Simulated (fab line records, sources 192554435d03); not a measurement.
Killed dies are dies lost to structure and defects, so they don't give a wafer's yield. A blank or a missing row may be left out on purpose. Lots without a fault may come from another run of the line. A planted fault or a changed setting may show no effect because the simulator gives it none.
Which tool did it? | flow n5_finfet | 21 lots, 63 wafers sampled, at 6 steps of a route of 1938

WHAT THE GAUGES READ, wafer by wafer
The record holds no reading of a measuring or inspecting step that can be judged against a usual standard deviation.

WHICH TOOL RAN EACH LOT (tool, then ch and the chambers of the sampled wafers, then the start)
lot  | N5_BEOL_M2_DESCUM_33               | N5_BEOL_M2_ETCHBACK_99             | N5_BEOL_M2_STRIP_36                | N5_BEOL_M2_SPUTTER_79        | N5_BEOL_M2_SPUTTER_92        | N5_BEOL_M2_CMP_52
L074 | rie_diel-06 ch 1,2,3, day 6 13:46  | rie_diel-04 ch 0,1,3, day 6 14:06  | rie_diel-04 ch 0,1,3, day 6 14:18  | pvd_sputter-01, day 6 15:38  | pvd_sputter-01, day 6 16:44  | cmp-04 ch 0,1,3, day 6 17:43
L075 | rie_diel-06 ch 1,2, day 6 20:32    | rie_diel-04 ch 0,1,2, day 7 05:06  | rie_diel-04 ch 0,1,2, day 7 05:19  | pvd_sputter-02, day 7 06:43  | pvd_sputter-02, day 7 07:49  | cmp-03 ch 1,2, day 7 08:47
L077 | rie_diel-04 ch 0,2, day 7 04:25    | rie_diel-05 ch 0,1,2, day 7 05:43  | rie_diel-05 ch 0,1,2, day 7 05:55  | pvd_sputter-03, day 7 08:40  | pvd_sputter-03, day 7 09:46  | cmp-03 ch 1,2,3, day 7 10:44
L078 | rie_diel-05 ch 0,2,3, day 7 13:54  | rie_diel-05 ch 0,3, day 7 15:11    | rie_diel-05 ch 0,3, day 7 15:23    | pvd_sputter-01, day 7 18:02  | pvd_sputter-01, day 7 19:08  | cmp-03 ch 1,3, day 7 20:07
L080 | rie_diel-06 ch 0,2, day 7 20:22    | rie_diel-04 ch 0,1,3, day 8 07:03  | rie_diel-04 ch 0,1,3, day 8 07:15  | pvd_sputter-02, day 8 09:26  | pvd_sputter-02, day 8 10:32  | cmp-03 ch 0,2, day 8 11:30
L081 | rie_diel-06 ch 0,1,3, day 8 13:39  | rie_diel-05 ch 0,2,3, day 8 14:07  | rie_diel-05 ch 0,2,3, day 8 14:19  | pvd_sputter-02, day 8 15:38  | pvd_sputter-02, day 8 16:44  | cmp-03 ch 1,2,3, day 8 17:52
L082 | rie_diel-05 ch 0,1,2, day 8 16:49  | rie_diel-06 ch 0,2, day 8 17:22    | rie_diel-06 ch 0,2, day 8 17:34    | pvd_sputter-02, day 8 19:32  | pvd_sputter-02, day 8 20:38  | cmp-03 ch 0,3, day 8 21:35
L083 | rie_diel-06 ch 1,2,3, day 8 19:49  | rie_diel-05 ch 1,2,3, day 8 21:17  | rie_diel-05 ch 1,2,3, day 8 21:29  | pvd_sputter-01, day 9 00:58  | pvd_sputter-01, day 9 04:59  | cmp-04 ch 0,3, day 9 05:57
L084 | rie_diel-05 ch 1,2,3, day 9 08:20  | rie_diel-06 ch 0,2,3, day 9 12:24  | rie_diel-06 ch 0,2,3, day 9 12:37  | pvd_sputter-03, day 9 15:48  | pvd_sputter-03, day 9 16:54  | cmp-01 ch 0,1, day 9 17:53
L085 | rie_diel-05 ch 1,2, day 9 18:56    | rie_diel-06 ch 1,2,3, day 9 21:38  | rie_diel-06 ch 1,2,3, day 9 21:50  | pvd_sputter-01, day 9 23:12  | pvd_sputter-01, day 10 00:18 | cmp-04 ch 2,3, day 10 01:14
L086 | rie_diel-05 ch 0,1, day 9 19:31    | rie_diel-06 ch 0,1, day 9 22:04    | rie_diel-06 ch 0,1, day 9 22:16    | pvd_sputter-02, day 10 00:58 | pvd_sputter-02, day 10 02:04 | cmp-01 ch 0,3, day 10 03:02
L088 | rie_diel-06 ch 0,3, day 10 02:38   | rie_diel-04 ch 0,2,3, day 10 07:41 | rie_diel-04 ch 0,2,3, day 10 07:53 | pvd_sputter-02, day 10 10:23 | pvd_sputter-02, day 10 11:29 | cmp-04 ch 0,3, day 10 12:27
L087 | rie_diel-05 ch 0,1,2, day 10 04:35 | rie_diel-05 ch 0,1,2, day 10 15:38 | rie_diel-05 ch 0,1,2, day 10 15:50 | pvd_sputter-01, day 10 17:20 | pvd_sputter-01, day 10 18:26 | cmp-01 ch 0,1,2, day 10 19:25
L090 | rie_diel-05 ch 0,2, day 10 09:18   | rie_diel-06 ch 0,1,2, day 10 15:41 | rie_diel-06 ch 0,1,2, day 10 15:53 | pvd_sputter-03, day 10 18:16 | pvd_sputter-03, day 10 19:22 | cmp-03 ch 0,1,3, day 10 20:22
L089 | rie_diel-06 ch 0,1,3, day 10 09:41 | rie_diel-04 ch 1,2,3, day 10 15:36 | rie_diel-04 ch 1,2,3, day 10 15:49 | pvd_sputter-02, day 10 17:16 | pvd_sputter-02, day 10 18:22 | cmp-04 ch 0,1,2, day 10 19:23
L091 | rie_diel-04 ch 0,1,3, day 10 15:58 | rie_diel-04 ch 1,2,3, day 10 19:24 | rie_diel-04 ch 1,2,3, day 10 19:36 | pvd_sputter-03, day 10 21:14 | pvd_sputter-03, day 10 22:20 | cmp-01 ch 0,1,3, day 10 23:21
L092 | rie_diel-05 ch 0,2, day 11 03:35   | rie_diel-06 ch 1,2, day 11 05:54   | rie_diel-06 ch 1,2, day 11 06:07   | pvd_sputter-02, day 11 09:12 | pvd_sputter-02, day 11 10:18 | cmp-03 ch 0,1,2, day 11 11:20
L093 | rie_diel-04 ch 0,2,3, day 11 05:47 | rie_diel-04 ch 0,2,3, day 11 06:03 | rie_diel-04 ch 0,2,3, day 11 06:15 | pvd_sputter-03, day 11 08:59 | pvd_sputter-03, day 11 10:05 | cmp-01 ch 1,2,3, day 11 11:08
L094 | rie_diel-05 ch 0,1,2, day 11 17:07 | rie_diel-05 ch 0,1,2, day 12 03:25 | rie_diel-05 ch 0,1,2, day 12 03:37 | pvd_sputter-03, day 12 05:14 | pvd_sputter-03, day 12 06:20 | cmp-03 ch 1,2,3, day 12 07:16
L096 | rie_diel-05 ch 1,2,3, day 12 05:55 | rie_diel-06 ch 2,3, day 12 15:10   | rie_diel-06 ch 2,3, day 12 15:22   | pvd_sputter-01, day 12 18:03 | pvd_sputter-01, day 12 19:09 | cmp-03 ch 1,2, day 12 20:07
L097 | rie_diel-04 ch 1,3, day 12 14:05   | rie_diel-04 ch 0,2,3, day 12 18:23 | rie_diel-04 ch 0,2,3, day 12 18:35 | pvd_sputter-02, day 12 19:50 | pvd_sputter-02, day 12 20:56 | cmp-01 ch 1,2, day 12 22:07
- N5_BEOL_M2_DESCUM_33: chemistry O2, time 7 s.
- N5_BEOL_M2_ETCHBACK_99: etches SiO2 in CHF3, target depth 5 nm, time 10.4 s.
- N5_BEOL_M2_STRIP_36: strips in N2/H2.
- N5_BEOL_M2_SPUTTER_79: material Cu, target thk 4.5 nm, time 8.29 s.
- N5_BEOL_M2_SPUTTER_92: material Cu, target thk 4.5 nm, time 8.29 s.
- N5_BEOL_M2_CMP_52: polishes, stops on SiOC, t overpolish 6.8 s, target thk 40 nm.

WHAT THE TOOLS THEMSELVES READ (means of the sampled wafers that have a number; where no wafer has one, the mark that the record gives instead)
N5_BEOL_M2_DESCUM_33. Usual: drypump_motor_current_A 5.8 A, standard deviation 0.42; oes_product_au 0.82 a.u., standard deviation 0.08; rf_vpp_V 243.7 V, standard deviation 1.3; showerhead_plenum_p_Torr 2.13 Torr, standard deviation 0.072; throttle_valve_pct 20.24 %, standard deviation 0.22.
lot  | tool        | drypump_motor_current_A (A) | oes_product_au (a.u.) | rf_vpp_V (V) | showerhead_plenum_p_Torr (Torr) | throttle_valve_pct (%) | flag
L074 | rie_diel-06 | 6.2                         | 0.79                  | 242.2        | 2.07                            | 20.27                  |
L075 | rie_diel-06 | 6.2                         | 0.85                  | 243.8        | 2.15                            | 20.36                  |
L077 | rie_diel-04 | 5.8                         | 0.84                  | 243.7        | 2.13                            | 20.51                  |
L078 | rie_diel-05 | 5.6                         | 0.85                  | 244.1        | 2.14                            | 20.26                  |
L080 | rie_diel-06 | 5.8                         | 0.75                  | 242.8        | 2.07                            | 20.34                  |
L081 | rie_diel-06 | 6.3                         | 0.76                  | 243.3        | 2.10                            | 20.27                  |
L082 | rie_diel-05 | 5.5                         | 0.86                  | 243.9        | 2.18                            | 20.13                  |
L083 | rie_diel-06 | 6.2                         | 0.77                  | 242.5        | 2.06                            | 20.30                  |
L084 | rie_diel-05 | 5.8                         | 0.77                  | 243.5        | 2.13                            | 20.21                  |
L085 | rie_diel-05 | 5.7                         | 0.85                  | 243.9        | 2.15                            | 19.95                  |
L086 | rie_diel-05 | 5.3                         | 0.83                  | 244.2        | 2.21                            | 20.33                  |
L088 | rie_diel-06 | 6.4                         | 0.70                  | 242.0        | 2.01                            | 20.18                  |
L087 | rie_diel-05 | 5.5                         | 0.84                  | 244.4        | 2.17                            | 20.15                  |
L090 | rie_diel-05 | 5.6                         | 0.88                  | 244.4        | 2.16                            | 20.04                  |
L089 | rie_diel-06 | 6.3                         | 0.75                  | 243.1        | 2.09                            | 20.28                  |
L091 | rie_diel-04 | 5.7                         | 0.87                  | 243.6        | 2.13                            | 20.14                  |
L092 | rie_diel-05 | 5.3                         | 0.86                  | 244.4        | 2.19                            | 20.24                  |
L093 | rie_diel-04 | 5.6                         | 0.84                  | 242.9        | 2.12                            | 20.36                  |
L094 | rie_diel-05 | 5.5                         | 0.81                  | 244.9        | 2.17                            | 20.18                  |
L096 | rie_diel-05 | 5.8                         | 0.84                  | 243.3        | 2.11                            | 20.11                  |
L097 | rie_diel-04 | 5.9                         | 0.83                  | 243.7        | 2.12                            | 20.05                  |

N5_BEOL_M2_ETCHBACK_99. Usual: drypump_motor_current_A 5.8 A, standard deviation 0.39; oes_product_au 0.81 a.u., standard deviation 0.086; rf_vpp_V 241.6 V, standard deviation 2.6; showerhead_plenum_p_Torr 2.18 Torr, standard deviation 0.07; throttle_valve_pct 16.91 %, standard deviation 0.23.
lot  | tool        | drypump_motor_current_A (A) | oes_product_au (a.u.) | rf_vpp_V (V) | showerhead_plenum_p_Torr (Torr) | throttle_valve_pct (%) | flag
L074 | rie_diel-04 | 5.7                         | 0.82                  | 243.6        | 2.20                            | 16.90                  |
L075 | rie_diel-04 | 5.8                         | 0.87                  | 243.6        | 2.19                            | 16.92                  |
L077 | rie_diel-05 | 5.5                         | 0.89                  | 242.6        | 2.25                            | 16.75                  |
L078 | rie_diel-05 | 5.6                         | 0.76                  | 241.9        | 2.18                            | 17.16                  |
L080 | rie_diel-04 | 5.7                         | 0.90                  | 243.2        | 2.19                            | 16.76                  |
L081 | rie_diel-05 | 5.6                         | 0.82                  | 241.5        | 2.20                            | 16.90                  |
L082 | rie_diel-06 | 5.8                         | 0.74                  | 238.2        | 2.12                            | 16.97                  |
L083 | rie_diel-05 | 5.8                         | 0.77                  | 241.4        | 2.19                            | 16.87                  |
L084 | rie_diel-06 | 6.0                         | 0.72                  | 238.4        | 2.08                            | 16.95                  |
L085 | rie_diel-06 | 6.2                         | 0.76                  | 240.3        | 2.12                            | 16.96                  |
L086 | rie_diel-06 | 6.1                         | 0.76                  | 238.7        | 2.18                            | 16.94                  |
L088 | rie_diel-04 | 5.6                         | 0.85                  | 243.9        | 2.18                            | 16.97                  |
L087 | rie_diel-05 | 5.5                         | 0.83                  | 241.6        | 2.23                            | 16.81                  |
L090 | rie_diel-06 | 6.0                         | 0.78                  | 239.2        | 2.16                            | 17.02                  |
L089 | rie_diel-04 | 5.8                         | 0.84                  | 242.5        | 2.18                            | 16.88                  |
L091 | rie_diel-04 | 5.8                         | 0.84                  | 242.7        | 2.18                            | 16.89                  |
L092 | rie_diel-06 | 5.9                         | 0.77                  | 240.2        | 2.12                            | 17.10                  |
L093 | rie_diel-04 | 5.6                         | 0.84                  | 244.0        | 2.18                            | 16.99                  |
L094 | rie_diel-05 | 5.5                         | 0.81                  | 241.5        | 2.23                            | 16.84                  |
L096 | rie_diel-06 | 6.3                         | 0.89                  | 242.9        | 2.21                            | 16.65                  |
L097 | rie_diel-04 | 5.6                         | 0.82                  | 243.7        | 2.18                            | 17.01                  |

N5_BEOL_M2_STRIP_36. Usual: drypump_motor_current_A 5.8 A, standard deviation 0.39; h2_flow_sccm 199.9 sccm, standard deviation 0.64; oes_product_au 0.82 a.u., standard deviation 0.086; rf_vpp_V 59.3 V, standard deviation 1.5; showerhead_plenum_p_Torr 2.57 Torr, standard deviation 0.084; throttle_valve_pct 23.41 %, standard deviation 0.29.
lot  | tool        | drypump_motor_current_A (A) | h2_flow_sccm (sccm) | oes_product_au (a.u.) | rf_vpp_V (V) | showerhead_plenum_p_Torr (Torr) | throttle_valve_pct (%) | flag
L074 | rie_diel-04 | 5.7                         | 200.5               | 0.82                  | 58.4         | 2.59                            | 23.31                  |
L075 | rie_diel-04 | 5.8                         | 199.2               | 0.87                  | 59.6         | 2.58                            | 23.42                  |
L077 | rie_diel-05 | 5.5                         | 199.9               | 0.88                  | 59.5         | 2.66                            | 23.30                  |
L078 | rie_diel-05 | 5.6                         | 200.1               | 0.75                  | 58.6         | 2.58                            | 23.73                  |
L080 | rie_diel-04 | 5.7                         | 199.8               | 0.90                  | 59.7         | 2.58                            | 23.21                  |
L081 | rie_diel-05 | 5.6                         | 199.4               | 0.83                  | 59.3         | 2.60                            | 23.44                  |
L082 | rie_diel-06 | 5.8                         | 200.4               | 0.74                  | 57.8         | 2.50                            | 23.48                  |
L083 | rie_diel-05 | 5.8                         | 199.5               | 0.77                  | 60.7         | 2.58                            | 23.31                  |
L084 | rie_diel-06 | 6.1                         | 199.8               | 0.72                  | 59.2         | 2.45                            | 23.45                  |
L085 | rie_diel-06 | 6.2                         | 199.5               | 0.76                  | 59.2         | 2.50                            | 23.51                  |
L086 | rie_diel-06 | 6.1                         | 200.1               | 0.78                  | 59.6         | 2.58                            | 23.43                  |
L088 | rie_diel-04 | 5.6                         | 200.7               | 0.85                  | 59.9         | 2.57                            | 23.51                  |
L087 | rie_diel-05 | 5.5                         | 199.8               | 0.82                  | 60.1         | 2.65                            | 23.34                  |
L090 | rie_diel-06 | 6.0                         | 199.8               | 0.78                  | 59.6         | 2.55                            | 23.53                  |
L089 | rie_diel-04 | 5.8                         | 200.0               | 0.84                  | 59.6         | 2.57                            | 23.42                  |
L091 | rie_diel-04 | 5.8                         | 199.2               | 0.84                  | 57.9         | 2.57                            | 23.45                  |
L092 | rie_diel-06 | 5.9                         | 200.2               | 0.78                  | 59.5         | 2.51                            | 23.60                  |
L093 | rie_diel-04 | 5.6                         | 199.8               | 0.84                  | 61.5         | 2.57                            | 23.51                  |
L094 | rie_diel-05 | 5.5                         | 200.0               | 0.81                  | 58.7         | 2.64                            | 23.34                  |
L096 | rie_diel-06 | 6.3                         | 200.3               | 0.89                  | 58.6         | 2.61                            | 23.22                  |
L097 | rie_diel-04 | 5.6                         | 199.4               | 0.84                  | 58.7         | 2.56                            | 23.53                  |

N5_BEOL_M2_SPUTTER_79. Usual: substrate_temp_c -20.02 C, standard deviation 0.099; throttle_valve_pct 30.2 %, standard deviation 0.88.
lot  | tool           | substrate_temp_c (C) | throttle_valve_pct (%) | flag
L074 | pvd_sputter-01 | -19.98               | 30.6                   |
L075 | pvd_sputter-02 | -19.99               | 30.4                   |
L077 | pvd_sputter-03 | -19.98               | 30.7                   |
L078 | pvd_sputter-01 | -19.92               | 30.6                   |
L080 | pvd_sputter-02 | -20.12               | 30.3                   |
L081 | pvd_sputter-02 | -20.11               | 30.5                   |
L082 | pvd_sputter-02 | -20.04               | 30.2                   |
L083 | pvd_sputter-01 | -20.01               | 30.1                   |
L084 | pvd_sputter-03 | -20.01               | 30.0                   |
L085 | pvd_sputter-01 | -20.01               | 30.1                   |
L086 | pvd_sputter-02 | -19.99               | 30.0                   |
L088 | pvd_sputter-02 | -19.94               | 30.2                   |
L087 | pvd_sputter-01 | -20.04               | 30.3                   |
L090 | pvd_sputter-03 | -19.98               | 30.7                   |
L089 | pvd_sputter-02 | -20.13               | 29.9                   |
L091 | pvd_sputter-03 | -20.00               | 29.9                   |
L092 | pvd_sputter-02 | -20.03               | 30.8                   |
L093 | pvd_sputter-03 | -19.94               | 28.9                   |
L094 | pvd_sputter-03 | -20.08               | 30.0                   |
L096 | pvd_sputter-01 | -19.96               | 30.0                   |
L097 | pvd_sputter-02 | -20.01               | 29.8                   |

N5_BEOL_M2_SPUTTER_92. Usual: substrate_temp_c -20.00 C, standard deviation 0.1; throttle_valve_pct 30.2 %, standard deviation 0.88.
lot  | tool           | substrate_temp_c (C) | throttle_valve_pct (%) | flag
L074 | pvd_sputter-01 | -20.00               | 30.7                   |
L075 | pvd_sputter-02 | -19.94               | 30.3                   |
L077 | pvd_sputter-03 | -20.00               | 30.8                   |
L078 | pvd_sputter-01 | -20.05               | 30.8                   |
L080 | pvd_sputter-02 | -20.06               | 30.3                   |
L081 | pvd_sputter-02 | -20.02               | 30.4                   |
L082 | pvd_sputter-02 | -20.00               | 30.1                   |
L083 | pvd_sputter-01 | -19.96               | 30.1                   |
L084 | pvd_sputter-03 | -20.03               | 29.9                   |
L085 | pvd_sputter-01 | -20.01               | 30.2                   |
L086 | pvd_sputter-02 | -19.90               | 30.0                   |
L088 | pvd_sputter-02 | -20.02               | 29.9                   |
L087 | pvd_sputter-01 | -19.92               | 30.2                   |
L090 | pvd_sputter-03 | -19.98               | 30.7                   |
L089 | pvd_sputter-02 | -20.01               | 29.9                   |
L091 | pvd_sputter-03 | -20.03               | 29.7                   |
L092 | pvd_sputter-02 | -20.01               | 30.8                   |
L093 | pvd_sputter-03 | -20.06               | 29.1                   |
L094 | pvd_sputter-03 | -20.02               | 30.1                   |
L096 | pvd_sputter-01 | -20.03               | 30.0                   |
L097 | pvd_sputter-02 | -20.03               | 29.9                   |

N5_BEOL_M2_CMP_52. Usual: barrier_field_endpoint_s 24.6 s, standard deviation 0.57; clearing_platen_down_force_psi 1.500 psi, standard deviation 0.0031; edge_zone_pressure_frac 0.999, standard deviation 0.005; motor_current_A 6.5 A, standard deviation 0.6; overpolish_run_s 6.800 s, standard deviation 0.008; time_to_endpoint_s 62.4 s, standard deviation 2.6.
lot  | tool   | barrier_field_endpoint_s (s) | clearing_platen_down_force_psi (psi) | edge_zone_pressure_frac | motor_current_A (A) | overpolish_run_s (s) | time_to_endpoint_s (s) | flag
L074 | cmp-04 | 24.2                         | 1.498                                | 0.995                   | 6.3                 | 6.795                | 61.6                   |
L075 | cmp-03 | 24.9                         | 1.496                                | 0.998                   | 6.6                 | 6.800                | 62.2                   |
L077 | cmp-03 | 24.7                         | 1.501                                | 1.002                   | 6.4                 | 6.802                | 64.0                   |
L078 | cmp-03 | 24.1                         | 1.502                                | 1.000                   | 6.6                 | 6.803                | 58.1                   |
L080 | cmp-03 | 25.4                         | 1.500                                | 1.000                   | 6.2                 | 6.791                | 65.4                   |
L081 | cmp-03 | 24.2                         | 1.497                                | 1.000                   | 6.6                 | 6.794                | 62.1                   |
L082 | cmp-03 | 25.6                         | 1.500                                | 1.002                   | 6.4                 | 6.806                | 65.8                   |
L083 | cmp-04 | 24.5                         | 1.501                                | 1.000                   | 5.8                 | 6.805                | 60.4                   |
L084 | cmp-01 | 25.0                         | 1.500                                | 0.999                   | 6.7                 | 6.792                | 63.9                   |
L085 | cmp-04 | 24.0                         | 1.500                                | 1.004                   | 6.9                 | 6.805                | 59.6                   |
L086 | cmp-01 | 24.1                         | 1.501                                | 1.000                   | 7.1                 | 6.800                | 59.1                   |
L088 | cmp-04 | 24.6                         | 1.499                                | 0.998                   | 5.7                 | 6.796                | 63.7                   |
L087 | cmp-01 | 24.4                         | 1.504                                | 0.999                   | 6.4                 | 6.794                | 65.5                   |
L090 | cmp-03 | 24.6                         | 1.498                                | 0.999                   | 6.3                 | 6.800                | 64.7                   |
L089 | cmp-04 | 24.1                         | 1.498                                | 0.999                   | 6.4                 | 6.799                | 61.4                   |
L091 | cmp-01 | 24.5                         | 1.503                                | 0.996                   | 6.6                 | 6.796                | 64.7                   |
L092 | cmp-03 | 24.9                         | 1.501                                | 0.998                   | 6.7                 | 6.807                | 63.8                   |
L093 | cmp-01 | 24.5                         | 1.501                                | 1.000                   | 6.3                 | 6.805                | 62.3                   |
L094 | cmp-03 | 24.6                         | 1.502                                | 0.997                   | 6.6                 | 6.799                | 61.7                   |
L096 | cmp-03 | 24.6                         | 1.497                                | 0.998                   | 6.7                 | 6.792                | 59.7                   |
L097 | cmp-01 | 24.8                         | 1.503                                | 0.996                   | 5.9                 | 6.802                | 64.1                   |

THE ANSWER, worked out from the rows above alone
Rule: a lot is off if the mean of its wafers that have a number lies more than 3 standard deviations from the usual mean. A lot without any number at a reading at which 4 lots or more have one is off too. The other lots that the step has rows for count as sound. The gauges are gone through in route order, then the tools' own readings, and for those a lot's mean is taken as printed above. The first step at which some lot is off is used, and at that step the reading that is off furthest; a lot without a number counts as furthest.
No lot is off at any reading shown: from this, nothing can be told.

WHAT THE SIMULATOR HAD PUT IN
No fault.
